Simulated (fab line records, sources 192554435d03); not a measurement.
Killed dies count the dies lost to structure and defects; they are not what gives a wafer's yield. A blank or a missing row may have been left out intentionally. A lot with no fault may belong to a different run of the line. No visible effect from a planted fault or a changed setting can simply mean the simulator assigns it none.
A lot that was struck, set against a sound lot / flow n5-finfet / 36 out of 1938 route steps
Sound: wafers L139.3, L139.5, L139.6. Struck: wafer L143.4. (L143.1, L143.5 of the same lot were not struck and are left out.) The cause comes at the end.
Per side, at each step with rows, come the tool, then ch with its chambers, and then its first start. Under that, the readings that differ: sound wafers / struck wafers / difference of the means / sigmas: that difference in standard deviations of wafers without a fault.
alike: readings with means less than 2 such deviations apart, plus words and numbers identical on both sides. not compared: withheld readings, readings lacking a value on some wafer, bounds such as >300 that could conceal the same value, and numbers that have no deviation in the record and whose values overlap.
The two part at a step that has a row with sigmas, a row that says differs or no value, or rows on one side only. Non-overlapping numbers with no deviation appear without sigmas and do not part them. Lack of a reading on every wafer of one side parts them only where that side has two or more wafers.

first, 9 steps without rows for these wafers: N5_BEOL_M6_COAT_60 (time 60 s, resist thk 35 nm); N5_BEOL_M6_COAT_05 (resist thk 90 nm); N5_BEOL_M6_EBR_07; N5_BEOL_M6_SOFTBAKE_06 (time 60 s); N5_BEOL_M6_EXPOSE_08 (exposes mask M6); N5_BEOL_M6_PEB_09 (peb time 60 s); N5_BEOL_M6_DEVELOP_10 (develop time 30 s); N5_BEOL_M6_DESCUM_16 (chemistry O2, time 7.9 s); N5_BEOL_M6_ETCH_61 (etches SiARC in CF4, target depth 45.5 nm, time 75.8 s).
N5_BEOL_M6_ETCH_62: etches SOC in N2/H2, target depth 110 nm, overetch 22 nm, time 165 s.
  sound on rie-diel-06 ch 0,2, day 11 03:52; struck on rie-diel-02 ch 3, day 11 17:39
reading=rf-vpp-V (V); sound=523.2 521.2 522.0; struck=528.6; difference=+6.5; sigmas=+3
reading=showerhead-plenum-p-Torr (Torr); sound=2.51 2.51 2.47; struck=2.69; difference=+0.19; sigmas=+3
  alike: drypump-motor-current-A, oes-product-au, throttle-valve-pct
  not compared: rf-hours-counter-h
then, 25 steps without rows for these wafers: N5_BEOL_M6_STRIP_68 (strips in N2/H2); N5_BEOL_M6_STRIP_67 (strips in CF4); N5_BEOL_M6_HM_OPEN_17 (chemistry Cl2/BCl3, target TiN, target depth 20 nm, overetch 6 nm); N5_BEOL_M6_STRIP_19 (strips in O2); N5_BEOL_M6_COAT_63 (time 60 s, resist thk 60 nm); N5_BEOL_M6_COAT_64 (time 60 s, resist thk 12 nm); N5_BEOL_M6_COAT_71 (time 60 s, resist thk 5 nm); N5_BEOL_M6_COAT_22 (resist thk 30 nm); N5_BEOL_M6_EBR_24; N5_BEOL_M6_SOFTBAKE_23 (time 60 s); N5_BEOL_M6_EXPOSE_25 (exposes mask V5, target cd 40 nm); N5_BEOL_M6_PEB_26 (peb time 60 s); N5_BEOL_M6_DEVELOP_27 (develop time 30 s); N5_BEOL_M6_DESCUM_33 (chemistry O2, time 7 s); N5_BEOL_M6_ETCH_72 (etches underlayer in N2/H2, target depth 6.5 nm, time 5.2 s); N5_BEOL_M6_ETCH_65 (etches SiARC in CF4, target depth 15.6 nm, time 26 s); N5_BEOL_M6_ETCH_66 (etches SOC in N2/H2, target depth 80 nm, overetch 16 nm, time 120 s); N5_BEOL_M6_STRIP_69 (strips in N2/H2); N5_BEOL_M6_STRIP_73 (strips in N2/H2); N5_BEOL_M6_VIA_ETCH_34 (etches SiCOH lowk in C4F6/O2, target depth 126.3 nm, time 50.9 s); N5_BEOL_M6_STRIP_76 (strips in C4F6/O2); N5_BEOL_M6_STRIP_36 (strips in N2/H2); N5_BEOL_M6_TRENCH_ETCH_37 (etches SiCOH lowk in C4F6/O2, target depth 94.435 nm, time 31.5 s); N5_BEOL_M6_ETCH_41 (etches SiCN in CH3F/O2, target depth 29.7 nm, time 52 s); N5_BEOL_M6_STRIP_80 (strips in N2/H2, time 10 s).
-- a jump in the record: the struck wafers' starts before and after are 4 days apart (it breaks off in module BEOL_M6 and resumes in module PASSIVATION, where the first step shown is number 1936 of the route) --
N5_PASSIVATION_PROBE_49:
  only the struck wafers here have rows in the record (prober-02, day 15 09:25); the sound ones have none

== WHERE THEY PART ==
At N5_BEOL_M6_ETCH_62 first; at N5_PASSIVATION_PROBE_49 last (within this record only).

WHY: whatever the simulator had introduced
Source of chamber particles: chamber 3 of rie-diel-02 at N5_BEOL_M6_ETCH_62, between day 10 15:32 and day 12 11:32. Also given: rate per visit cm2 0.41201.
